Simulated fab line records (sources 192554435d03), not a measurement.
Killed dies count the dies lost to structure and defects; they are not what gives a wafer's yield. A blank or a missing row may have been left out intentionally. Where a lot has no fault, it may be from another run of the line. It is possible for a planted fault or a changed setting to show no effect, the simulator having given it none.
Split-lot experiment | flow n5Finfet | route with 1938 steps; 7 lots, 21 wafers read

== THE SPLIT ==
At N5_BEOL_M13_EXPOSE_07 (exposes mask V12), the setting doseMj was moved away from the recipe's 24.8 on 9 of the 21 wafers read, by -5.6% to +7.2%. For the rest of the wafers, this setting stayed at what the recipe calls for.

== FROM THE SPLIT TO THE READING: what the file shows between them, 9 steps ==
- N5_BEOL_M13_PEB_08: peb time 90 s
- N5_BEOL_M13_DEVELOP_09: develop time 45 s
- N5_BEOL_M13_HARDBAKE_14: time 120 s
- N5_BEOL_M13_CD_MEAS_10: target cd 190 nm
- N5_BEOL_M13_ETCH_59: etches BARC in N2/H2, target depth 89 nm, overetch 26.7 nm, time 67.9 s (also split here: biasW)
- N5_BEOL_M13_VIA_ETCH_16: etches SiOC in C4F8/O2/Ar, target depth 921.7 nm
- N5_BEOL_M13_STRIP_63: strips in N2/H2
- N5_BEOL_M13_STRIP_71: strips in post etch residue remover, time 60 s
- N5_BEOL_M13_SRD_72: time 30 s, dry time 30 s

== THE READING ==
cdNm, in nm, at N5_BEOL_M13_CD_MEAS_17 (target cd 190 nm). Typical for fault-free wafers on this fab line: 189.9 nm, with standard deviation 1.9 nm.

wafer  | tool, chamber at the split | doseMj as run | against the recipe | cdNm, nm | against lot-mates on the recipe
L076.3 | krfScanner-02, 0           | 26.47         | +6.7%              | 194.3    | +5.2
L076.4 | krfScanner-02, 0           | 26.47         | +6.7%              | 195.3    | +6.2
L076.6 | krfScanner-02, 0           | 24.8          | recipe             | 189.1    | -
L075.1 | krfScanner-02, 0           | 25.83         | +4.2%              | 192.4    | +2.8
L075.2 | krfScanner-02, 0           | 24.8          | recipe             | 189.6    | -
L075.5 | krfScanner-02, 0           | 25.83         | +4.2%              | 192.4    | +2.8
L084.1 | krfScanner-01, 0           | 24.8          | recipe             | 192.3    | -
L084.3 | krfScanner-01, 0           | 25.56         | +3.1%              | 195.2    | +3.9
L084.4 | krfScanner-01, 0           | 24.8          | recipe             | 190.2    | -
L082.1 | krfScanner-01, 0           | 24.8          | recipe             | 192.6    | -
L082.4 | krfScanner-01, 0           | 24.8          | recipe             | 189.9    | -
L082.6 | krfScanner-01, 0           | 26.09         | +5.2%              | 197.1    | +5.8
L086.2 | krfScanner-01, 0           | 26.59         | +7.2%              | 200.3    | +10.2
L086.3 | krfScanner-01, 0           | 26.59         | +7.2%              | 198.9    | +8.8
L086.6 | krfScanner-01, 0           | 24.8          | recipe             | 190.1    | -
L091.3 | krfScanner-01, 0           | 24.8          | recipe             | 193.4    | -
L091.4 | krfScanner-01, 0           | 24.8          | recipe             | 191.5    | -
L091.6 | krfScanner-01, 0           | 23.42         | -5.6%              | 184.2    | -8.2
L096.1 | krfScanner-02, 0           | 24.8          | recipe             | 189.2    | -
L096.4 | krfScanner-02, 0           | 24.8          | recipe             | 189.0    | -
L096.5 | krfScanner-02, 0           | 24.8          | recipe             | 189.3    | -

FIT RESULTS
A straight line over all 21 wafers: cdNm changes by +0.99 nm for each +1% of doseMj; r = +0.88; the points scatter about the line by 1.8 nm.
The same after taking each lot's own level away (the mean of its wafers on the recipe; 21 wafers): +1.14 nm for each +1%; r = +0.95; scatter 1.2 nm.
That fit puts the effect of the largest move of doseMj on the reading at 8.2 nm.
The span of the lots' own levels, 189.10 to 192.45 nm, comes to 1.8 times the standard deviation stated above.
In other words, the slope is changed by the lot-to-lot level; the two fits disagree.
Check: for one of the wafers moved furthest among these (+7.2%), held out of the fit, the line's prediction against its lot-mates is +7.41 nm. It came out at +10.2 nm against them.

== THESE WAFERS: OTHER SPLITS ==
Note: prior to the reading, these wafers also went through further splits. Each is held against what the fit with the lots' levels taken away leaves over:
other split on the same wafers   | wafers away from the commonest value | r with cdNm (lot level and that fit taken away)
N5_BEOL_M9_ILD_DEP_00 timeS      | 6                                    | +0.43
N5_BEOL_M10_COAT_64 spinRpm      | 7                                    | +0.12
N5_BEOL_M10_COAT_22 spinRpm      | 6                                    | +0.24
N5_BEOL_M11_TRENCH_ETCH_37 timeS | 6                                    | -0.17
N5_BEOL_M11_ETCH_41 timeS        | 9                                    | +0.06
N5_BEOL_M11_CMP_52 platenRpm     | 10                                   | -0.43
N5_BEOL_M13_ETCH_59 biasW        | 8                                    | +0.05

== THE WHOLE CHAIN: every reading that the file lists as answering this split, in the file's order ==
step                   | what it does     | reading | change (the file's fit)              | r (the file's)
N5_BEOL_M13_CD_MEAS_10 | target cd 190 nm | cdNm    | +1.18 nm for each +1% of the setting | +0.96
N5_BEOL_M13_CD_MEAS_17 | target cd 190 nm | cdNm    | +1.13 nm for each +1% of the setting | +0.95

== FILE'S OWN FIT ==
cdNm changes by +1.13 nm for each +1% of doseMj, r = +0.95.
